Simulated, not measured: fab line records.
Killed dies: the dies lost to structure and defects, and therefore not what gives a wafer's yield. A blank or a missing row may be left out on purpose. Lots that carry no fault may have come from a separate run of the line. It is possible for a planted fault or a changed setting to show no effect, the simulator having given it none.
Lot-split experiment -- flow n5 finfet -- 21 wafers read across 7 lots, on a route 1938 steps long

## THE SPLIT
At N5_BEOL_M0_SAQP_ETCH_107 (etches SiNx in CH3F/O2, target depth 30 nm), the setting bias w was moved away from the recipe's 73 W on 6 of the 21 wafers read, by -7.4% to +17.1%. The other wafers ran this setting at the recipe's value.

The split's own step is where the reading is taken.

## THE READING
BEOL_M0_SAQP.feature depth nm (the simulator's own value, which no gauge read), in nm, at N5_BEOL_M0_SAQP_ETCH_107 (etches SiNx in CH3F/O2, target depth 30 nm). The file gives no usual value for it. The 15 wafers here that ran the recipe average 30.2 nm, standard deviation 0.36 nm.

wafer,"tool, chamber at the split","bias w as run, W",against the recipe,"BEOL_M0_SAQP.feature depth nm, nm",against lot-mates on the recipe
L075.1,"rie diel-01, 3",77.03,+5.5%,31,+0.6
L075.4,"rie diel-01, 1",73,recipe,30,-
L075.6,"rie diel-01, 3",73,recipe,30.8,-
L076.1,"rie diel-03, 1",83.77,+14.8%,32,+1.4
L076.2,"rie diel-03, 0",83.77,+14.8%,31.4,+0.8
L076.5,"rie diel-03, 1",73,recipe,30.6,-
L084.1,"rie diel-03, 2,0",73,recipe,30,-
L084.6,"rie diel-03, 2,0",73,recipe,30,-
L084.5,"rie diel-03, 3",85.47,+17.1%,32.2,+2.2
L089.3,"rie diel-01, 3",73,recipe,30.6,-
L089.5,"rie diel-01, 2,3",73,recipe,30.4,-
L089.6,"rie diel-01, 2,3",73,recipe,30.4,-
L094.1,"rie diel-02, 1,2",73,recipe,30,-
L094.6,"rie diel-02, 1,2",73,recipe,30,-
L094.4,"rie diel-02, 3",73,recipe,29.8,-
L095.4,"rie diel-02, 3",73,recipe,29.4,-
L095.5,"rie diel-02, 2",67.61,-7.4%,28.8,-1.0
L095.6,"rie diel-02, 1",73,recipe,30.2,-
L097.4,"rie diel-03, 0",73,recipe,30,-
L097.5,"rie diel-03, 1",82.42,+12.9%,31.8,+1.5
L097.6,"rie diel-03, 3",73,recipe,30.6,-
Rows listing several chambers each stand for several wafers; the file does not say which wafer went through which chamber.

FIT RESULTS
A straight line over all 21 wafers: BEOL_M0_SAQP.feature depth nm changes by +0.119 nm for each +1% of bias w; r = +0.91; the points scatter about the line by 0.36 nm.
The same after taking each lot's own level away (the mean of its wafers on the recipe; 21 wafers): +0.104 nm for each +1%; r = +0.92; scatter 0.3 nm.
That fit puts the effect of the largest move of bias w on the reading at 1.8 nm.
From 29.80 to 30.60 nm: that is the span of the lots' own levels, equal to 2.2 times the standard deviation above.
In other words, the slope is changed by the lot-to-lot level; the two fits disagree.
Check: for one of the wafers moved furthest among these (+17.1%), held out of the fit, the line's prediction against its lot-mates is +1.55 nm. It came out at +2.2 nm against them.

## THE OTHER SPLITS THESE WAFERS WENT THROUGH
Before the reading, these wafers also passed through other splits. Each is held against what the fit with the lots' levels taken away leaves over:
other split on the same wafers,wafers away from the commonest value,r with BEOL_M0_SAQP.feature depth nm (lot level and that fit taken away)
N5_HKMG_FIN_PEB_10 peb time s,9,+0.19
N5_GATE_CUT_ALD_22 ald cycles,6,+0.16
N5_MOL_CONTACT_COAG_COAT_103 spin rpm,4,+0.21
N5_MOL_CONTACT_COAG_ETCH_110 bias w,8,-0.25
N5_MOL_CONTACT_COAG_VIA_ETCH_117 bias w,6,-0.17
N5_MOL_CONTACT_COAG_CVD_140 target thk a,8,+0.33
N5_BEOL_M0_SAQP_SPACER1_ALD_98 temp c,8,-0.16

## FILE'S OWN FIT
BEOL_M0_SAQP.feature depth nm changes by +0.11 nm for each +1% of bias w, r = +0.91.
